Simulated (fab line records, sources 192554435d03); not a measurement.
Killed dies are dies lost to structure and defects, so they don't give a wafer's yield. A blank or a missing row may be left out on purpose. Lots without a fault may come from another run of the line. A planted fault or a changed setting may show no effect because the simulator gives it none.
Which tool did it? | flow n5_finfet | 10 lots, 30 wafers sampled, at 6 steps of a route of 1938

WHAT THE GAUGES READ, wafer by wafer
N5_BEOL_M5_RS_MEAS_57: measures by four-point-probe. Usual: M5_RS 0.388 ohm/sq, standard deviation 0.016.
lot  | measured     | on            | M5_RS (ohm/sq)    | flag
L110 | day 9 11:38  | film_metro-01 | 0.370 0.376 0.381 |
L112 | day 9 20:51  | film_metro-02 | 0.412 0.370 0.373 |
L113 | day 10 21:02 | film_metro-01 | 0.410 0.408 0.405 |
L115 | day 11 14:53 | film_metro-01 | 0.394 0.375 0.380 |
L117 | day 11 19:36 | film_metro-01 | 0.390 0.412 0.394 |
L120 | day 13 13:12 | film_metro-02 | 0.375 0.417 0.398 |
L125 | day 14 07:31 | film_metro-02 | 0.386 0.365 0.371 |
L126 | day 14 09:29 | film_metro-02 | 0.385 0.417 0.406 |
L131 | day 15 06:34 | film_metro-01 | 0.374 0.394 0.376 |
L129 | day 15 09:55 | film_metro-02 | 0.372 0.388 0.377 |

N5_BEOL_M5_INSPECT_58: inspects for defects (darkfield). Usual: raw_defect_count 69, standard deviation 23.
lot  | measured     | on                | raw_defect_count | flag
L110 | day 9 11:40  | defect_inspect-02 | 76 94 78         |
L112 | day 9 20:53  | defect_inspect-02 | 60 26 35         |
L113 | day 10 21:03 | defect_inspect-01 | 107 66 100       |
L115 | day 11 14:54 | defect_inspect-02 | 51 61 50         |
L117 | day 11 19:37 | defect_inspect-02 | 80 75 101        |
L120 | day 13 13:29 | defect_inspect-01 | 41 45 53         |
L125 | day 14 07:32 | defect_inspect-01 | 728 780 794      | OFF
L126 | day 14 09:31 | defect_inspect-01 | 773 789 734      | OFF
L131 | day 15 06:35 | defect_inspect-02 | 35 32 55         |
L129 | day 15 09:57 | defect_inspect-02 | 87 54 70         |

N5_BEOL_M6_INSPECT_13: inspects for defects (brightfield). Usual: raw_defect_count 421, standard deviation 100.
lot  | measured     | on                | raw_defect_count | flag
L110 | day 9 13:25  | defect_inspect-02 | 369 511 444      |
L112 | day 9 23:06  | defect_inspect-02 | 307 264 272      |
L113 | day 10 23:50 | defect_inspect-02 | 360 257 437      |
L115 | day 11 17:11 | defect_inspect-01 | 259 301 337      |
L117 | day 11 21:36 | defect_inspect-02 | 358 306 488      |
L120 | day 13 16:12 | defect_inspect-01 | 352 313 320      |
L125 | day 14 10:26 | defect_inspect-01 | 1217 1319 1138   | OFF
L126 | day 14 11:17 | defect_inspect-01 | 1177 1208 1107   | OFF
L131 | day 15 08:14 | defect_inspect-01 | 444 358 423      |
L129 | day 15 11:34 | defect_inspect-01 | 472 456 356      |

WHICH TOOL RAN EACH LOT (tool, then ch and the chambers of the sampled wafers, then the start)
lot  | N5_BEOL_M5_SPUTTER_83        | N5_BEOL_M5_ANNEAL_84         | N5_BEOL_M5_PRE_CLEAN_77
L110 | pvd_sputter-03, day 9 08:19  | pvd_sputter-03, day 9 08:24  | cvd_co-01 ch 0,2, day 9 11:22
L112 | pvd_sputter-02, day 9 17:34  | pvd_sputter-02, day 9 17:38  | cvd_co-02 ch 0,1,2, day 9 20:34
L113 | pvd_sputter-03, day 10 17:47 | pvd_sputter-03, day 10 17:52 | cvd_co-01 ch 0,1,2, day 10 20:48
L115 | pvd_sputter-02, day 11 09:02 | pvd_sputter-02, day 11 09:07 | cvd_co-01 ch 0,1,2, day 11 14:39
L117 | pvd_sputter-03, day 11 16:22 | pvd_sputter-03, day 11 16:27 | cvd_co-01 ch 0,1, day 11 19:23
L120 | pvd_sputter-03, day 13 09:53 | pvd_sputter-03, day 13 09:58 | cvd_co-01 ch 0,1, day 13 12:59
L125 | pvd_sputter-01, day 14 03:32 | pvd_sputter-01, day 14 03:37 | cvd_co-01 ch 1,2, day 14 07:17
L126 | pvd_sputter-02, day 14 05:57 | pvd_sputter-02, day 14 06:02 | cvd_co-01 ch 0,1,2, day 14 09:17
L131 | pvd_sputter-01, day 15 03:10 | pvd_sputter-01, day 15 03:15 | cvd_co-02 ch 0,2, day 15 06:17
L129 | pvd_sputter-03, day 15 06:35 | pvd_sputter-03, day 15 06:40 | cvd_co-02 ch 0,2, day 15 09:37
- N5_BEOL_M5_SPUTTER_83: material Cu, target thk 15 nm, time 27.62 s.
- N5_BEOL_M5_ANNEAL_84: time 1800 s.
- N5_BEOL_M5_PRE_CLEAN_77: time 15 s.

WHAT THE TOOLS THEMSELVES READ (means of the sampled wafers that have a number; where no wafer has one, the mark that the record gives instead)
N5_BEOL_M5_SPUTTER_83. Usual: susceptor_temp_C -20.01 C, standard deviation 0.12; throttle_valve_pct 29.7 %, standard deviation 0.65.
lot  | tool           | susceptor_temp_C (C) | throttle_valve_pct (%) | flag
L110 | pvd_sputter-03 | -20.00               | 29.7                   |
L112 | pvd_sputter-02 | -19.95               | 29.9                   |
L113 | pvd_sputter-03 | -20.04               | 30.2                   |
L115 | pvd_sputter-02 | -19.98               | 29.5                   |
L117 | pvd_sputter-03 | -20.01               | 29.4                   |
L120 | pvd_sputter-03 | -20.09               | 30.5                   |
L125 | pvd_sputter-01 | -19.87               | 29.8                   |
L126 | pvd_sputter-02 | -20.07               | 29.9                   |
L131 | pvd_sputter-01 | -20.08               | 30.4                   |
L129 | pvd_sputter-03 | -19.96               | 29.9                   |

N5_BEOL_M5_ANNEAL_84. Usual: heater_power_w 846 W, standard deviation 81; susceptor_temp_C 399.99 C, standard deviation 0.22.
lot  | tool           | heater_power_w (W) | susceptor_temp_C (C) | flag
L110 | pvd_sputter-03 | 936                | 400.12               |
L112 | pvd_sputter-02 | 885                | 399.86               |
L113 | pvd_sputter-03 | 827                | 399.83               |
L115 | pvd_sputter-02 | 888                | 399.82               |
L117 | pvd_sputter-03 | 869                | 400.07               |
L120 | pvd_sputter-03 | 835                | 399.98               |
L125 | pvd_sputter-01 | 788                | 399.84               |
L126 | pvd_sputter-02 | 900                | 399.91               |
L131 | pvd_sputter-01 | 759                | 400.08               |
L129 | pvd_sputter-03 | 845                | 399.93               |

N5_BEOL_M5_PRE_CLEAN_77. Usual: heater_power_w 91 W, standard deviation 13.
lot  | tool      | heater_power_w (W) | flag
L110 | cvd_co-01 | 101                |
L112 | cvd_co-02 | 91                 |
L113 | cvd_co-01 | 91                 |
L115 | cvd_co-01 | 90                 |
L117 | cvd_co-01 | 90                 |
L120 | cvd_co-01 | 92                 |
L125 | cvd_co-01 | 92                 |
L126 | cvd_co-01 | 89                 |
L131 | cvd_co-02 | 90                 |
L129 | cvd_co-02 | 97                 |

THE ANSWER, worked out from the rows above alone
Rule: a lot is off if the mean of its wafers that have a number lies more than 3 standard deviations from the usual mean. A lot without any number at a reading at which 4 lots or more have one is off too. The other lots that the step has rows for count as sound. The gauges are gone through in route order, then the tools' own readings, and for those a lot's mean is taken as printed above. The first step at which some lot is off is used, and at that step the reading that is off furthest; a lot without a number counts as furthest.
Off: L125, L126, at N5_BEOL_M5_INSPECT_58 (raw_defect_count).
A tool fits if, at a process step before that reading, it ran every lot that is off, and no sound lot after the first of them. The gauges at N5_BEOL_M5_INSPECT_58 are tried like those tools. Can't be told from this: 2 tools fit, cvd_co-01 at N5_BEOL_M5_PRE_CLEAN_77, defect_inspect-01 at N5_BEOL_M5_INSPECT_58.

WHAT THE SIMULATOR HAD PUT IN
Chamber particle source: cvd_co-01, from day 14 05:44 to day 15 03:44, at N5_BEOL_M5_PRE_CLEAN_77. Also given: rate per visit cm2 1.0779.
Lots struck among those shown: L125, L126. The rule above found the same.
